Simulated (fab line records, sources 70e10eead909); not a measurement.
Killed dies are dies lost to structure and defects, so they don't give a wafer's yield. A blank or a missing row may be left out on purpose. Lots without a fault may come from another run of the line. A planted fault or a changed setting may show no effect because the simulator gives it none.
Which tool did it? | flow nand_harc | 24 lots, 72 wafers sampled, at 6 steps of a route of 1302

WHAT THE GAUGES READ, wafer by wafer
The record holds no reading of a measuring or inspecting step that can be judged against a usual standard deviation.

WHICH TOOL RAN EACH LOT (tool, then ch and the chambers of the sampled wafers, then the start)
lot  | NHARC_A_CHANNEL_FILL_D2_ALD_25   | NHARC_A_STAIRCASE_STRIP_171          | NHARC_A_STAIRCASE_ETCH_17                     | NHARC_A_STAIRCASE_ETCH_190                    | NHARC_A_STAIRCASE_TRIM_191                    | NHARC_A_STAIRCASE_TRIM_196
L074 | ald_hk-02 ch 0,2,3, day 15 01:15 | plasma_asher-02 ch 0,1, day 15 15:39 | rie_diel-05 ch 1,2, day 15 21:44 or earlier   | rie_diel-05 ch 1,3, day 15 21:44 or earlier   | rie_diel-05 ch 0,1,3, day 15 21:44 or earlier | rie_diel-05 ch 0,3, day 15 21:44
L075 | ald_hk-01 ch 0,1,2, day 15 10:17 | plasma_asher-02 ch 0,1, day 15 22:58 | rie_diel-05 ch 1,2,3, day 16 06:22 or earlier | rie_diel-05 ch 0,2,3, day 16 06:22 or earlier | rie_diel-05 ch 0,2,3, day 16 06:22 or earlier | rie_diel-05 ch 0,1,2, day 16 06:22
L076 | ald_hk-01 ch 0,3, day 15 22:48   | plasma_asher-01 ch 0,1, day 16 12:05 | rie_diel-11 ch 1,2, day 16 18:37 or earlier   | rie_diel-05 ch 0,3, day 16 18:37 or earlier   | rie_diel-05 ch 1,2,3, day 16 18:37 or earlier | rie_diel-05 ch 0,2, day 16 18:37
L077 | ald_hk-03 ch 1,2,3, day 16 00:39 | plasma_asher-02 ch 0,1, day 16 11:56 | rie_diel-11 ch 2,3, day 16 18:22 or earlier   | rie_diel-04 ch 0,3, day 16 18:22 or earlier   | rie_diel-04 ch 1,2,3, day 16 18:22 or earlier | rie_diel-04 ch 1,2,3, day 16 18:22
L078 | ald_hk-01 ch 0,2, day 16 16:20   | plasma_asher-01 ch 1, day 17 05:41   | rie_diel-11 ch 2,3, day 17 12:53 or earlier   | rie_diel-05 ch 2,3, day 17 12:53 or earlier   | rie_diel-05 ch 2,3, day 17 12:53 or earlier   | rie_diel-05 ch 2,3, day 17 12:53
L079 | ald_hk-02 ch 0,1,3, day 16 16:59 | plasma_asher-02 ch 0,1, day 17 05:35 | rie_diel-04 ch 0,1,2, day 17 14:19 or earlier | rie_diel-05 ch 1,2,3, day 17 14:19 or earlier | rie_diel-05 ch 1,3, day 17 14:19 or earlier   | rie_diel-04 ch 0,1,3, day 17 14:19
L080 | ald_hk-01 ch 0,1, day 17 15:29   | plasma_asher-01 ch 0,1, day 18 04:53 | rie_diel-11 ch 0,3, day 18 11:05 or earlier   | rie_diel-04 ch 0,1,3, day 18 11:05 or earlier | rie_diel-04 ch 1,2, day 18 11:05 or earlier   | rie_diel-05 ch 0,2,3, day 18 11:05
L082 | ald_hk-01 ch 0,1,2, day 18 02:57 | plasma_asher-01 ch 0,1, day 18 16:59 | rie_diel-11 ch 0,1,2, day 18 23:22 or earlier | rie_diel-04 ch 0,1,3, day 18 23:22 or earlier | rie_diel-04 ch 1,2,3, day 18 23:22 or earlier | rie_diel-04 ch 0,1,2, day 18 23:22
L081 | ald_hk-03 ch 0,2,3, day 18 04:12 | plasma_asher-02 ch 0,1, day 18 16:46 | rie_diel-05 ch 0,3, day 18 23:04 or earlier   | rie_diel-11 ch 2,3, day 18 23:04 or earlier   | rie_diel-11 ch 0,1,2, day 18 23:04 or earlier | rie_diel-11 ch 0,3, day 18 23:04
L083 | ald_hk-01 ch 1,2,3, day 18 23:21 | plasma_asher-01 ch 0,1, day 19 10:44 | rie_diel-05 ch 0,1,2, day 19 18:06 or earlier | rie_diel-05 ch 0,1,2, day 19 18:06 or earlier | rie_diel-05 ch 0,1,3, day 19 18:06 or earlier | rie_diel-04 ch 1,2, day 19 18:06
L084 | ald_hk-03 ch 0,1,3, day 19 12:04 | plasma_asher-01 ch 0,1, day 20 00:47 | rie_diel-05 ch 0,1, day 20 07:25 or earlier   | rie_diel-11 ch 1,2,3, day 20 07:25 or earlier | rie_diel-11 ch 1,2,3, day 20 07:25 or earlier | rie_diel-11 ch 0,1,3, day 20 07:25
L085 | ald_hk-02 ch 0,3, day 19 22:32   | plasma_asher-02 ch 0, day 20 11:18   | rie_diel-04 ch 0,3, day 20 17:37 or earlier   | rie_diel-04 ch 0,3, day 20 17:37 or earlier   | rie_diel-04 ch 0,2, day 20 17:37 or earlier   | rie_diel-05 ch 0,3, day 20 17:37
L087 | ald_hk-02 ch 0,2,3, day 20 11:10 | plasma_asher-01 ch 0,1, day 21 00:49 | rie_diel-05 ch 1,3, day 21 07:10 or earlier   | rie_diel-11 ch 1,3, day 21 07:10 or earlier   | rie_diel-11 ch 0,2,3, day 21 07:10 or earlier | rie_diel-11 ch 0,2,3, day 21 07:10
L086 | ald_hk-01 ch 0,3, day 20 11:48   | plasma_asher-02 ch 0,1, day 21 00:28 | rie_diel-11 ch 0,1,2, day 21 07:18 or earlier | rie_diel-05 ch 0,1,3, day 21 07:18 or earlier | rie_diel-05 ch 0,3, day 21 07:18 or earlier   | rie_diel-05 ch 2,3, day 21 07:18
L088 | ald_hk-01 ch 0,1,2, day 20 20:57 | plasma_asher-01 ch 0,1, day 21 10:01 | rie_diel-05 ch 1,2, day 21 16:31 or earlier   | rie_diel-04 ch 1,2,3, day 21 16:31 or earlier | rie_diel-04 ch 0,1, day 21 16:31 or earlier   | rie_diel-05 ch 0,2,3, day 21 16:31
L091 | ald_hk-01 ch 1,2,3, day 21 17:12 | plasma_asher-01 ch 0,1, day 22 06:52 | rie_diel-11 ch 0,2,3, day 22 13:44 or earlier | rie_diel-05 ch 0,2,3, day 22 13:44 or earlier | rie_diel-05 ch 1,2,3, day 22 13:44 or earlier | rie_diel-05 ch 0,2,3, day 22 13:44
L089 | ald_hk-02 ch 1,2,3, day 21 17:49 | plasma_asher-02 ch 0,1, day 22 06:42 | rie_diel-05 ch 0,1,3, day 22 17:09 or earlier | rie_diel-05 ch 0,1,3, day 22 17:09 or earlier | rie_diel-05 ch 0,3, day 22 17:09 or earlier   | rie_diel-05 ch 0,2,3, day 22 17:09
L090 | ald_hk-03 ch 0,1,2, day 21 18:25 | plasma_asher-01 ch 1, day 22 06:30   | rie_diel-04 ch 0,2,3, day 22 13:21 or earlier | rie_diel-11 ch 2,3, day 22 13:21 or earlier   | rie_diel-11 ch 0,1,2, day 22 13:21 or earlier | rie_diel-11 ch 0,1,3, day 22 13:21
L092 | ald_hk-02 ch 0,3, day 22 10:29   | plasma_asher-02 ch 0,1, day 23 00:09 | rie_diel-05 ch 0,2,3, day 23 06:24 or earlier | rie_diel-05 ch 1,2, day 23 06:24 or earlier   | rie_diel-05 ch 2,3, day 23 06:24 or earlier   | rie_diel-05 ch 1,2,3, day 23 06:24
L093 | ald_hk-03 ch 0,1,3, day 22 20:59 | plasma_asher-02 ch 0,1, day 23 14:01 | rie_diel-04 ch 1,2, day 23 21:06 or earlier   | rie_diel-04 ch 2,3, day 23 21:06 or earlier   | rie_diel-04 ch 2,3, day 23 21:06 or earlier   | rie_diel-05 ch 0,1,2, day 23 21:06
L094 | ald_hk-01 ch 0,2,3, day 23 05:19 | plasma_asher-01 ch 0,1, day 23 18:28 | rie_diel-05 ch 1,2,3, day 24 00:44 or earlier | rie_diel-05 ch 1,2,3, day 24 00:44 or earlier | rie_diel-05 ch 1,2,3, day 24 00:44 or earlier | rie_diel-11 ch 0,1,2, day 24 00:44
L095 | ald_hk-02 ch 0,2,3, day 24 07:36 | plasma_asher-02 ch 0,1, day 24 19:16 | rie_diel-04 ch 1,2,3, day 25 01:53 or earlier | rie_diel-04 ch 1,2,3, day 25 01:53 or earlier | rie_diel-04 ch 1,2,3, day 25 01:53 or earlier | rie_diel-05 ch 1,2,3, day 25 01:53
L097 | ald_hk-01 ch 0,1, day 24 18:08   | plasma_asher-02 ch 0, day 25 07:31   | rie_diel-04 ch 0,2,3, day 25 17:43 or earlier | rie_diel-11 ch 1,2,3, day 25 17:43 or earlier | rie_diel-11 ch 0,3, day 25 17:43 or earlier   | rie_diel-05 ch 0,1, day 25 17:43
L096 | ald_hk-02 ch 0,1,2, day 24 21:49 | plasma_asher-01 ch 1, day 25 15:07   | rie_diel-05 ch 0,1,3, day 25 21:31 or earlier | rie_diel-04 ch 0,1, day 25 21:31 or earlier   | rie_diel-04 ch 1,2,3, day 25 21:31 or earlier | rie_diel-04 ch 0,3, day 25 21:31
- NHARC_A_CHANNEL_FILL_D2_ALD_25: deposits SiOx, target thk 60 nm, pulse time 10 s, ald cycles 600.
- NHARC_A_STAIRCASE_STRIP_171: strips in O2.
- NHARC_A_STAIRCASE_ETCH_17: etches the open film in C4F8/O2, target depth 100 nm, time 40.5 s.
- NHARC_A_STAIRCASE_ETCH_190: etches the open film in C4F8/O2, target depth 100 nm, time 40.5 s.
- NHARC_A_STAIRCASE_TRIM_191: chemistry O2, time 211.2 s.
- NHARC_A_STAIRCASE_TRIM_196: chemistry O2, time 211.2 s.

WHAT THE TOOLS THEMSELVES READ (means of the sampled wafers that have a number; where no wafer has one, the mark that the record gives instead)
NHARC_A_CHANNEL_FILL_D2_ALD_25.
lot  | tool      | heater_power_w (W) | precursor_pulse_height_rel
L074 | ald_hk-02 | 496                | 1.000
L075 | ald_hk-01 | 502                | 0.998
L076 | ald_hk-01 | 419                | 0.996
L077 | ald_hk-03 | 459                | 1.022
L078 | ald_hk-01 | 510                | 1.023
L079 | ald_hk-02 | 470                | 0.995
L080 | ald_hk-01 | 491                | 0.999
L082 | ald_hk-01 | 495                | 1.011
L081 | ald_hk-03 | 445                | 0.998
L083 | ald_hk-01 | 458                | 1.019
L084 | ald_hk-03 | 451                | 0.989
L085 | ald_hk-02 | 465                | 0.983
L087 | ald_hk-02 | 483                | 0.989
L086 | ald_hk-01 | 424                | 0.997
L088 | ald_hk-01 | 506                | 1.017
L091 | ald_hk-01 | 467                | 0.992
L089 | ald_hk-02 | 444                | 1.009
L090 | ald_hk-03 | 428                | 0.994
L092 | ald_hk-02 | 469                | 1.004
L093 | ald_hk-03 | 447                | 1.011
L094 | ald_hk-01 | 436                | 0.990
L095 | ald_hk-02 | 473                | 1.014
L097 | ald_hk-01 | 492                | 1.008
L096 | ald_hk-02 | 487                | 1.002

NHARC_A_STAIRCASE_STRIP_171.
lot  | tool            | drypump_motor_current_A (A) | heater_power_w (W)
L074 | plasma_asher-02 | 5.79                        | 327
L075 | plasma_asher-02 | 5.58                        | 349
L076 | plasma_asher-01 | 5.47                        | 347
L077 | plasma_asher-02 | 5.62                        | 347
L078 | plasma_asher-01 | 5.51                        | 340
L079 | plasma_asher-02 | 5.77                        | 325
L080 | plasma_asher-01 | 5.49                        | 349
L082 | plasma_asher-01 | 5.49                        | 356
L081 | plasma_asher-02 | 5.77                        | 329
L083 | plasma_asher-01 | 5.49                        | 352
L084 | plasma_asher-01 | 5.48                        | 346
L085 | plasma_asher-02 | 5.43                        | 342
L087 | plasma_asher-01 | 5.48                        | 345
L086 | plasma_asher-02 | 5.60                        | 339
L088 | plasma_asher-01 | 5.49                        | 344
L091 | plasma_asher-01 | 5.49                        | 348
L089 | plasma_asher-02 | 5.80                        | 323
L090 | plasma_asher-01 | 5.49                        | 346
L092 | plasma_asher-02 | 5.59                        | 340
L093 | plasma_asher-02 | 5.81                        | 322
L094 | plasma_asher-01 | 5.48                        | 330
L095 | plasma_asher-02 | 5.80                        | 324
L097 | plasma_asher-02 | 5.41                        | 344
L096 | plasma_asher-01 | 5.48                        | 330

NHARC_A_STAIRCASE_ETCH_17.
lot  | tool        | oes_product_au (a.u.) | rf_vpp_V (V)
L074 | rie_diel-05 | 0.926                 | 892
L075 | rie_diel-05 | 0.915                 | 890
L076 | rie_diel-11 | 0.939                 | 892
L077 | rie_diel-11 | 0.939                 | 887
L078 | rie_diel-11 | 0.948                 | 886
L079 | rie_diel-04 | 0.939                 | 897
L080 | rie_diel-11 | 0.954                 | 888
L082 | rie_diel-11 | 0.944                 | 893
L081 | rie_diel-05 | 0.941                 | 904
L083 | rie_diel-05 | 0.930                 | 894
L084 | rie_diel-05 | 0.948                 | 898
L085 | rie_diel-04 | 0.948                 | 892
L087 | rie_diel-05 | 0.954                 | 901
L086 | rie_diel-11 | 0.941                 | 894
L088 | rie_diel-05 | 0.942                 | 890
L091 | rie_diel-11 | 0.954                 | 895
L089 | rie_diel-05 | 0.928                 | 899
L090 | rie_diel-04 | 0.944                 | 893
L092 | rie_diel-05 | 0.956                 | 899
L093 | rie_diel-04 | 0.942                 | 901
L094 | rie_diel-05 | 0.952                 | 895
L095 | rie_diel-04 | 0.947                 | 898
L097 | rie_diel-04 | 0.949                 | 892
L096 | rie_diel-05 | 0.953                 | 898

NHARC_A_STAIRCASE_ETCH_190.
lot  | tool        | oes_product_au (a.u.) | rf_vpp_V (V)
L074 | rie_diel-05 | 0.944                 | 889
L075 | rie_diel-05 | 0.933                 | 892
L076 | rie_diel-05 | 0.946                 | 897
L077 | rie_diel-04 | 0.953                 | 891
L078 | rie_diel-05 | 0.932                 | 888
L079 | rie_diel-05 | 0.932                 | 890
L080 | rie_diel-04 | 0.937                 | 896
L082 | rie_diel-04 | 0.954                 | 896
L081 | rie_diel-11 | 0.962                 | 887
L083 | rie_diel-05 | 0.942                 | 894
L084 | rie_diel-11 | 0.942                 | 898
L085 | rie_diel-04 | 0.947                 | 893
L087 | rie_diel-11 | 0.935                 | 903
L086 | rie_diel-05 | 0.940                 | 899
L088 | rie_diel-04 | 0.949                 | 898
L091 | rie_diel-05 | 0.951                 | 898
L089 | rie_diel-05 | 0.944                 | 898
L090 | rie_diel-11 | 0.944                 | 900
L092 | rie_diel-05 | 0.940                 | 890
L093 | rie_diel-04 | 0.935                 | 895
L094 | rie_diel-05 | 0.953                 | 895
L095 | rie_diel-04 | 0.952                 | 897
L097 | rie_diel-11 | 0.947                 | 897
L096 | rie_diel-04 | 0.949                 | 893

NHARC_A_STAIRCASE_TRIM_191.
lot  | tool        | drypump_motor_current_A (A) | oes_product_au (a.u.) | rf_vpp_V (V) | showerhead_plenum_p_Torr (Torr) | throttle_valve_pct (%)
L074 | rie_diel-05 | 5.7                         | 0.989                 | 57.2         | 3.46                            | 17.044
L075 | rie_diel-05 | 5.6                         | 0.998                 | 56.9         | 3.44                            | 17.027
L076 | rie_diel-05 | 6.0                         | 0.997                 | 57.4         | 3.36                            | 17.034
L077 | rie_diel-04 | 5.8                         | 0.994                 | 58.1         | 3.61                            | 17.036
L078 | rie_diel-05 | 5.4                         | 0.988                 | 57.5         | 3.31                            | 17.029
L079 | rie_diel-05 | 5.6                         | 0.991                 | 57.9         | 3.33                            | 17.033
L080 | rie_diel-04 | 5.5                         | 0.995                 | 57.4         | 3.69                            | 17.033
L082 | rie_diel-04 | 5.8                         | 1.004                 | 58.2         | 3.60                            | 17.034
L081 | rie_diel-11 | 5.9                         | 0.997                 | 57.0         | 3.47                            | 17.045
L083 | rie_diel-05 | 5.7                         | 0.998                 | 58.4         | 3.62                            | 17.032
L084 | rie_diel-11 | 5.7                         | 1.003                 | 58.9         | 3.58                            | 17.032
L085 | rie_diel-04 | 5.4                         | 1.000                 | 58.1         | 3.40                            | 17.032
L087 | rie_diel-11 | 5.9                         | 0.996                 | 58.1         | 3.52                            | 17.042
L086 | rie_diel-05 | 5.1                         | 1.010                 | 58.2         | 3.74                            | 17.040
L088 | rie_diel-04 | 5.3                         | 1.002                 | 58.3         | 3.61                            | 17.042
L091 | rie_diel-05 | 6.0                         | 1.003                 | 57.9         | 3.52                            | 17.026
L089 | rie_diel-05 | 5.3                         | 1.006                 | 58.4         | 3.68                            | 17.041
L090 | rie_diel-11 | 5.9                         | 0.999                 | 56.9         | 3.46                            | 17.035
L092 | rie_diel-05 | 5.4                         | 1.009                 | 57.2         | 3.64                            | 17.035
L093 | rie_diel-04 | 5.9                         | 0.999                 | 56.8         | 3.50                            | 17.032
L094 | rie_diel-05 | 6.0                         | 1.005                 | 57.7         | 3.51                            | 17.047
L095 | rie_diel-04 | 5.8                         | 1.012                 | 58.1         | 3.57                            | 17.030
L097 | rie_diel-11 | 6.0                         | 1.001                 | 57.7         | 3.67                            | 17.037
L096 | rie_diel-04 | 5.8                         | 1.008                 | 57.5         | 3.57                            | 17.040

NHARC_A_STAIRCASE_TRIM_196.
lot  | tool        | drypump_motor_current_A (A) | oes_product_au (a.u.) | rf_vpp_V (V) | showerhead_plenum_p_Torr (Torr) | throttle_valve_pct (%)
L074 | rie_diel-05 | 5.3                         | 1.005                 | 57.9         | 3.54                            | 17.034
L075 | rie_diel-05 | 6.2                         | 0.997                 | 57.7         | 3.49                            | 17.034
L076 | rie_diel-05 | 5.8                         | 0.990                 | 57.4         | 3.56                            | 17.031
L077 | rie_diel-04 | 5.8                         | 0.999                 | 58.1         | 3.61                            | 17.035
L078 | rie_diel-05 | 5.9                         | 0.990                 | 57.9         | 3.33                            | 17.044
L079 | rie_diel-04 | 5.6                         | 1.005                 | 57.7         | 3.54                            | 17.038
L080 | rie_diel-05 | 5.6                         | 1.003                 | 58.1         | 3.61                            | 17.035
L082 | rie_diel-04 | 5.4                         | 0.994                 | 57.1         | 3.54                            | 17.038
L081 | rie_diel-11 | 6.2                         | 1.009                 | 57.2         | 3.41                            | 17.035
L083 | rie_diel-04 | 5.5                         | 1.001                 | 58.8         | 3.68                            | 17.035
L084 | rie_diel-11 | 6.0                         | 0.996                 | 57.3         | 3.64                            | 17.037
L085 | rie_diel-05 | 5.2                         | 0.999                 | 58.8         | 3.75                            | 17.034
L087 | rie_diel-11 | 6.0                         | 0.994                 | 57.9         | 3.52                            | 17.045
L086 | rie_diel-05 | 5.4                         | 1.009                 | 57.3         | 3.65                            | 17.034
L088 | rie_diel-05 | 5.6                         | 1.012                 | 58.2         | 3.59                            | 17.033
L091 | rie_diel-05 | 5.6                         | 1.014                 | 58.2         | 3.59                            | 17.042
L089 | rie_diel-05 | 5.6                         | 1.006                 | 58.8         | 3.59                            | 17.032
L090 | rie_diel-11 | 6.0                         | 1.005                 | 57.6         | 3.63                            | 17.039
L092 | rie_diel-05 | 6.0                         | 0.999                 | 58.4         | 3.51                            | 17.044
L093 | rie_diel-05 | 6.1                         | 1.004                 | 57.8         | 3.46                            | 17.037
L094 | rie_diel-11 | 5.9                         | 1.001                 | 58.5         | 3.45                            | 17.035
L095 | rie_diel-05 | 6.0                         | 1.001                 | 57.9         | 3.51                            | 17.031
L097 | rie_diel-05 | 5.9                         | 1.009                 | 57.6         | 3.55                            | 17.036
L096 | rie_diel-04 | 5.9                         | 1.006                 | 57.8         | 3.42                            | 17.036

THE ANSWER, worked out from the rows above alone
Rule: what is usual is taken from the lots themselves. Put in order of their means at a reading, lots are off if they are a third of the lots or fewer, leave a main group of 4 or more, and stand apart from it by a gap of 3 or more times the standard deviation of the main group's means; of several such gaps the widest counts. A main group whose means are all the same, to the digits that the tables above print for the reading, isn't used. A lot without any number at a reading at which 4 lots or more have one is off too. The other lots that the step has rows for count as sound. The gauges are gone through in route order, then the tools' own readings, and for those a lot's mean is taken as printed above. The first step at which some lot is off is used, and at that step the reading that is off furthest; a lot without a number counts as furthest.
No lot is off at any reading shown: from this, nothing can be told.

WHAT THE SIMULATOR HAD PUT IN
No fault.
